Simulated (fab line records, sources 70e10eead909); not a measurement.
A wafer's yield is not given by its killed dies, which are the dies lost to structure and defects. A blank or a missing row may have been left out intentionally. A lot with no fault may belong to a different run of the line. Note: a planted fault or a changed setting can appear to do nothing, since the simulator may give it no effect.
Which tool was responsible? + flow nand_harc + 18 wafers sampled from 6 lots at 1 step of a route of 1302

## WHAT EACH GAUGE READ, for each wafer
NHARC_A_CONTACT_CD_MEAS_15.
| lot  | measured     | on        | cd_nm (nm)        |
|------|--------------|-----------|-------------------|
| L817 | day 23 18:24 | cd_sem-02 | 190.4 190.6 191.1 |
| L818 | day 24 15:32 | cd_sem-01 | 190.0 190.5 189.9 |
| L832 | day 28 18:26 | cd_sem-03 | 189.2 189.3 189.5 |
| L833 | day 30 14:48 | cd_sem-01 | 189.7 189.2 189.9 |
| L837 | day 31 08:22 | cd_sem-01 | 190.2 190.4 190.4 |
| L836 | day 31 11:55 | cd_sem-02 | 189.6 189.4 190.5 |

## EACH LOT AND THE TOOL THAT RAN IT (in order: tool; ch and the chambers of the sampled wafers; start)
The record holds no process step before these readings.

## THE ANSWER, worked out from the rows above alone
Rule: the usual values come from the lots themselves. Put in order of their means at a reading, lots are off if they are a third of the lots or fewer, leave a main group of 4 or more, and stand apart from it by a gap of 3 or more times the standard deviation of the main group's means; of several such gaps the widest counts. Not used: any main group whose means are identical at the precision the tables above print for the reading. Also off: a lot with no number at a reading for which 4 or more lots have one. The other lots that the step has rows for count as sound.
Nothing can be told from this: no lot is off at any reading shown.

## WHAT THE SIMULATOR HAD PUT IN
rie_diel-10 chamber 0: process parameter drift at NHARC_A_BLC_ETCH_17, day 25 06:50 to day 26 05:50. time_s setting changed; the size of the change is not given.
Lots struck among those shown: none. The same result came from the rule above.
